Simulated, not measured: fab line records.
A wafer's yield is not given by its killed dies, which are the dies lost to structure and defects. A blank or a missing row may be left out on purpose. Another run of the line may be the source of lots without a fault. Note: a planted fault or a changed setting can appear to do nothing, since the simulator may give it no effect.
fab line records ; flow n5-finfet ; part 2 of 2: steps 5 to 6 of 6
record: lots: 23; wafers: 69; last-day: 18
route steps=1938 shown BEOL_M6@1195 BEOL_M7@1283
lots untouched by any fault: they come from a run of this same line in which no faults occurred
start-h: hours from the record's first day to the start of the lot's first wafer shown ; wait-h: how many hours have passed since the lot's step before this one ; " repeats the value in the row above ; L1.1+2: several wafers, shown together as one row ; - no value, or no start given ; * or withheld: withheld ; < > ~ a bound
route shown NAME@n: names a module that has steps shown in the file, with the first one's number in the route ; usual: the fault-free wafers' mean and standard deviation ; same: alike in all rows ; chamber/n: place in a boat ; sites: each site's reading ; _std_site: standard deviation of those values ; _edge_site: the outer-site mean with the inner-site mean subtracted ; radius-mm: how far each site lies from the wafer's centre ; mask NAME#n: copy n ; behind: the last tool/chamber to shape the wafer ; hold: reason for holding the lot/hours on hold/outcome of the hold ; device: the transistor (n, p or np) that didn't switch ; end of line: the tests these same wafers got at the end of their route ; for a step that has no rows: nothing shown but its recipe ; killed: not the wafer's yield, but the dies lost to structure and defects at the first sort ; map: a wafer's dies, x killed, . not, _ none there
set.NAME: the setting as run; set.NAME@STEP: as run at that earlier step ; model.NAME: the simulator's own value behind a step, which no gauge read
the route's steps for a sample of lots (tables are steps, rows are wafers)
services: a tool's chamber out of use, with start hour (start-h, from the record's first day; less than 0 if before it), hours out, and reason
== steps ==
step: N5_BEOL_M6_CD_MEAS_18
recipe: pitch-nm: 80; target-cd-nm: 40
usual: cd-nm: 40.0/0.58
lot.wafer;tool;chamber;start-h;wait-h;cd-nm
L074.2;cd-sem-03;-;198.69;0.1;39.4
L074.5;cd-sem-03;-;198.69;0.1;39.9
L074.6;cd-sem-03;-;198.69;0.1;40.2
L076.3;cd-sem-01;-;205.77;0.1;40.0
L076.5;cd-sem-01;-;205.77;0.1;39.7
L076.6;cd-sem-01;-;205.77;0.1;40.2
L077.1;cd-sem-03;-;208.50;0.0;40.4
L077.3;cd-sem-03;-;208.50;0.0;40.6
L077.6;cd-sem-03;-;208.50;0.0;40.7
L075.1;cd-sem-02;-;208.76;0.0;39.9
L075.2;cd-sem-02;-;208.76;0.0;40.2
L075.6;cd-sem-02;-;208.76;0.0;40.3
L079.1;cd-sem-02;-;216.46;0.1;39.6
L079.4;cd-sem-02;-;216.46;0.1;40.6
L079.5;cd-sem-02;-;216.46;0.1;39.6
L080.3;cd-sem-03;-;216.73;0.1;40.8
L080.4;cd-sem-03;-;216.73;0.1;38.6
L080.5;cd-sem-03;-;216.73;0.1;39.9
L078.1;cd-sem-01;-;216.89;0.0;40.6
L078.2;cd-sem-01;-;216.89;0.0;41.4
L078.6;cd-sem-01;-;216.89;0.0;40.5
L081.1;cd-sem-01;-;242.30;0.0;40.2
L081.2;cd-sem-01;-;242.30;0.0;39.8
L081.5;cd-sem-01;-;242.30;0.0;40.1
L084.1;cd-sem-01;-;244.83;0.0;40.3
L084.3;cd-sem-01;-;244.83;0.0;39.4
L084.5;cd-sem-01;-;244.83;0.0;39.2
L082.2;cd-sem-03;-;247.95;0.1;39.4
L082.5;cd-sem-03;-;247.95;0.1;39.5
L082.6;cd-sem-03;-;247.95;0.1;40.4
L086.3;cd-sem-01;-;271.76;0.1;40.1
L086.5;cd-sem-01;-;271.76;0.1;39.3
L086.6;cd-sem-01;-;271.76;0.1;40.9
L088.2;cd-sem-02;-;275.10;0.1;39.4
L088.3;cd-sem-02;-;275.10;0.1;39.8
L088.6;cd-sem-02;-;275.10;0.1;39.2
L087.2;cd-sem-02;-;275.56;0.1;39.6
L087.4;cd-sem-02;-;275.56;0.1;40.4
L087.5;cd-sem-02;-;275.56;0.1;39.3
L085.3;cd-sem-02;-;277.65;0.1;40.2
L085.4;cd-sem-02;-;277.65;0.1;40.6
L085.5;cd-sem-02;-;277.65;0.1;40.8
L090.1;cd-sem-01;-;279.20;0.0;39.8
L090.2;cd-sem-01;-;279.20;0.0;39.3
L090.3;cd-sem-01;-;279.20;0.0;39.3
L089.1;cd-sem-02;-;286.15;0.0;40.6
L089.3;cd-sem-02;-;286.15;0.0;40.5
L089.4;cd-sem-02;-;286.15;0.0;39.0
L092.2;cd-sem-03;-;289.47;0.1;40.6
L092.4;cd-sem-03;-;289.47;0.1;40.4
L092.5;cd-sem-03;-;289.47;0.1;40.3
L091.2;cd-sem-01;-;298.15;0.1;39.0
L091.4;cd-sem-01;-;298.15;0.1;39.2
L091.6;cd-sem-01;-;298.15;0.1;39.3
L095.4;cd-sem-01;-;313.73;0.1;39.9
L095.5;cd-sem-01;-;313.73;0.1;39.4
L095.6;cd-sem-01;-;313.73;0.1;40.0
L093.2;cd-sem-02;-;313.88;0.1;40.1
L093.3;cd-sem-02;-;313.88;0.1;41.1
L093.4;cd-sem-02;-;313.88;0.1;40.2
L094.3;cd-sem-03;-;314.75;0.1;40.1
L094.4;cd-sem-03;-;314.75;0.1;40.9
L094.6;cd-sem-03;-;314.75;0.1;40.2
L096.2;cd-sem-03;-;329.13;0.1;39.4
L096.3;cd-sem-03;-;329.13;0.1;40.0
L096.5;cd-sem-03;-;329.13;0.1;40.6
L097.1;cd-sem-02;-;349.31;0.0;39.1
L097.4;cd-sem-02;-;349.31;0.0;39.4
L097.5;cd-sem-02;-;349.31;0.0;40.0
step: N5_BEOL_M7_STRIP_67
recipe: chemistry: CF4; resist: SiARC; power-w: 300; bias-power-w: 75; pressure-mtorr: 50; cf4-flow-sccm: 150; rf-frequency-hz: 6e+07
usual: cf4-flow-sccm: 150.0/0.45; drypump-motor-current-A: 5.8/0.51; oes-product-au: 0.76/0.075; rf-vpp-V: 270.7/1.5; showerhead-plenum-p-Torr: 1.78/0.051; throttle-valve-pct: 13.52/0.28
lot.wafer;tool;chamber;start-h;wait-h;cf4-flow-sccm;drypump-motor-current-A;oes-product-au;rf-hours-counter-h;rf-vpp-V;showerhead-plenum-p-Torr;throttle-valve-pct
L074.2;rie-diel-04;1;208.30;0.0;150.0;5.3;0.82;96;269.6;1.74;13.24
L074.5;rie-diel-04;0;208.30;0.0;149.8;5.9;0.74;-;268.4;1.66;13.62
L074.6;rie-diel-04;3;208.30;0.0;149.7;6.2;0.72;-;270.9;1.78;13.65
L077.1;rie-diel-04;2;219.43;0.0;149.7;5.2;0.76;159;269.9;1.78;13.28
L077.3;rie-diel-04;3;219.43;0.0;150.3;6.2;0.72;215;271.2;1.78;13.64
L077.6;rie-diel-04;2;219.43;0.0;149.7;5.2;0.75;-;272.5;1.78;13.27
L076.3;rie-diel-03;2;219.59;0.0;150.7;5.6;0.72;215;270.2;1.78;13.88
L076.5;rie-diel-03;3;219.59;0.0;150.2;5.8;0.77;-;270.1;1.81;13.37
L076.6;rie-diel-03;0;219.59;0.0;149.6;5.1;0.69;-;270.6;1.77;13.98
L075.1;rie-diel-04;0;219.77;0.0;149.2;5.9;0.75;143;268.9;1.66;13.60
L075.2;rie-diel-04;2;219.77;0.0;149.9;5.2;0.75;159;271.4;1.78;13.24
L075.6;rie-diel-04;2;219.77;0.0;150.4;5.1;0.75;-;271.3;1.78;13.27
L079.1;rie-diel-03;1;223.80;0.0;150.9;6.3;0.69;237;272.8;1.84;13.48
L079.4;rie-diel-03;2;223.80;0.0;150.6;5.7;0.73;217;270.4;1.78;13.87
L079.5;rie-diel-03;2;223.80;0.0;149.9;5.6;0.73;-;270.8;1.78;13.90
L080.3;rie-diel-04;3;223.95;0.0;150.1;6.3;0.72;218;269.7;1.78;13.66
L080.4;rie-diel-04;3;223.95;0.0;150.1;6.2;0.72;-;271.8;1.78;13.65
L080.5;rie-diel-04;2;223.95;0.0;149.9;5.2;0.75;-;271.2;1.78;13.26
L078.1;rie-diel-03;0;224.11;0.0;150.6;5.1;0.69;247;270.4;1.77;13.97
L078.2;rie-diel-03;3;224.11;0.0;150.2;5.8;0.76;109;270.7;1.81;13.37
L078.6;rie-diel-03;3;224.11;0.0;151.1;5.8;0.76;-;269.3;1.81;13.38
L081.1;rie-diel-02;1;249.90;0.0;149.7;6.6;0.69;223;273.6;1.84;13.87
L081.2;rie-diel-02;2;249.90;0.0;149.7;4.6;0.90;23;272.3;1.84;13.40
L081.5;rie-diel-02;0;249.90;0.0;150.1;5.7;0.69;-;271.6;1.86;14.28
L084.1;rie-diel-04;3;253.71;0.0;149.4;6.2;0.71;225;271.3;1.78;13.67
L084.3;rie-diel-04;1;253.71;0.0;150.1;5.3;0.81;105;270.3;1.74;13.27
L084.5;rie-diel-04;1;253.71;0.0;150.2;5.3;0.81;-;269.5;1.74;13.26
L082.2;rie-diel-03;3;254.15;0.0;149.7;5.8;0.76;118;271.2;1.80;13.39
L082.5;rie-diel-03;3;254.15;0.0;149.3;5.8;0.77;-;270.2;1.80;13.38
L082.6;rie-diel-03;2;254.15;0.0;149.6;5.6;0.72;-;271.0;1.77;13.91
L086.3;rie-diel-04;3;278.89;0.0;150.4;6.2;0.72;232;270.9;1.77;13.69
L086.5;rie-diel-04;2;278.89;0.0;149.4;5.1;0.73;-;270.5;1.78;13.30
L086.6;rie-diel-04;1;278.89;0.0;149.9;5.3;0.80;-;270.9;1.73;13.29
L088.2;rie-diel-04;1;283.84;0.0;149.5;5.3;0.80;115;269.7;1.73;13.31
L088.3;rie-diel-04;3;283.84;0.0;149.8;6.2;0.71;233;271.0;1.77;13.68
L088.6;rie-diel-04;0;283.84;0.0;149.5;5.9;0.73;-;266.6;1.66;13.62
L087.2;rie-diel-04;1;286.52;0.0;149.7;5.3;0.80;115;268.1;1.73;13.28
L087.4;rie-diel-04;2;286.52;0.0;149.6;5.1;0.73;180;269.6;1.77;13.31
L087.5;rie-diel-04;0;286.52;0.0;150.0;5.9;0.72;-;268.3;1.66;13.66
L085.3;rie-diel-02;2;287.07;0.0;150.0;4.7;0.86;36;270.9;1.83;13.44
L085.4;rie-diel-02;2;287.07;0.0;150.5;4.7;0.86;-;273.0;1.83;13.43
L085.5;rie-diel-02;3;287.07;0.0;149.4;6.6;0.81;-;268.7;1.75;13.21
L090.1;rie-diel-03;3;287.37;0.0;150.9;5.8;0.75;126;271.6;1.80;13.42
L090.2;rie-diel-03;1;287.37;0.0;150.8;6.3;0.97;1;272.4;1.84;12.96
L090.3;rie-diel-03;2;287.37;0.0;150.1;5.6;0.72;234;270.9;1.77;13.92
L089.1;rie-diel-03;2;296.54;0.0;150.3;5.6;0.72;237;269.7;1.77;13.92
L089.3;rie-diel-03;1;296.54;0.0;150.6;6.3;0.94;4;271.4;1.84;12.96
L089.4;rie-diel-03;0;296.54;0.0;149.7;5.1;0.94;7;270.7;1.77;13.44
L092.2;rie-diel-03;1;296.91;0.0;150.2;6.3;0.94;5;271.0;1.84;12.97
L092.4;rie-diel-03;0;296.91;0.0;149.5;5.1;0.94;7;270.1;1.77;13.43
L092.5;rie-diel-03;2;296.91;0.0;150.3;5.7;0.72;-;270.3;1.77;13.92
L091.2;rie-diel-02;0;310.27;0.0;149.6;5.7;0.96;6;270.8;1.85;13.73
L091.4;rie-diel-02;1;310.27;0.0;149.9;6.6;0.67;244;270.5;1.84;13.93
L091.6;rie-diel-02;2;310.27;0.0;149.7;4.7;0.85;-;271.7;1.83;13.44
L095.4;rie-diel-02;2;322.76;0.0;150.5;4.7;0.85;46;273.0;1.83;13.44
L095.5;rie-diel-02;0;322.76;0.0;150.2;5.7;0.94;-;272.2;1.85;13.75
L095.6;rie-diel-02;3;322.76;0.0;150.1;6.6;0.82;-;269.2;1.74;13.23
L093.2;rie-diel-04;1;323.02;0.0;150.1;5.3;0.80;126;270.2;1.73;13.31
L093.3;rie-diel-04;3;323.02;0.0;150.9;6.2;0.71;245;271.1;1.77;13.70
L093.4;rie-diel-04;3;323.02;0.0;149.8;6.2;0.69;-;271.3;1.77;13.73
L094.3;rie-diel-03;3;323.31;0.0;149.0;5.8;0.75;137;271.3;1.80;13.44
L094.4;rie-diel-03;2;323.31;0.0;150.0;5.6;0.71;-;272.5;1.77;13.95
L094.6;rie-diel-03;1;323.31;0.0;150.3;6.3;0.92;-;271.5;1.83;12.99
L096.2;rie-diel-03;1;337.82;0.0;150.3;6.3;0.90;19;271.4;1.83;13.01
L096.3;rie-diel-03;3;337.82;0.0;149.7;5.8;0.74;143;271.3;1.80;13.46
L096.5;rie-diel-03;2;337.82;0.0;150.0;5.6;0.70;-;268.8;1.77;13.95
L097.1;rie-diel-04;2;356.73;0.0;150.0;5.1;0.72;203;271.5;1.77;13.35
L097.4;rie-diel-04;1;356.73;0.0;149.5;5.3;0.78;138;270.3;1.73;13.35
L097.5;rie-diel-04;2;356.73;0.0;150.1;5.1;0.71;-;269.6;1.77;13.35
== services ==
tool;chamber;start-h;hours;kind
rie-diel-06;0;176.57;2.9;repair
uv-cure-03;-;184.41;0.9;repair
pecvd-02;-;192.70;1.1;repair
uv-cure-03;-;198.18;3.4;pm
rie-diel-06;1;199.25;14.5;repair
rie-diel-06;-;209.18;0.3;repair
rie-diel-04;1;209.51;16.5;repair
rie-diel-06;-;210.01;4.8;repair
rie-diel-06;1;216.20;8.8;repair
rie-diel-06;2;216.94;4.0;repair
pecvd-02;0;223.39;11.9;repair
rie-diel-06;0;227.20;14.4;repair
rie-diel-05;-;236.83;0.2;repair
rie-diel-06;2;241.76;6.5;repair
pecvd-02;-;246.63;2.5;repair
rie-diel-03;-;271.55;14.6;pm
rie-diel-05;-;273.86;14.6;pm
rie-diel-05;3;314.94;11.0;repair
pecvd-02;1;315.25;3.4;repair
rie-diel-03;0;318.78;21.1;repair
rie-diel-04;0;319.25;5.6;repair
rie-diel-06;3;333.55;2.8;repair
rie-diel-06;-;334.62;0.7;repair
rie-diel-05;1;355.36;13.1;repair
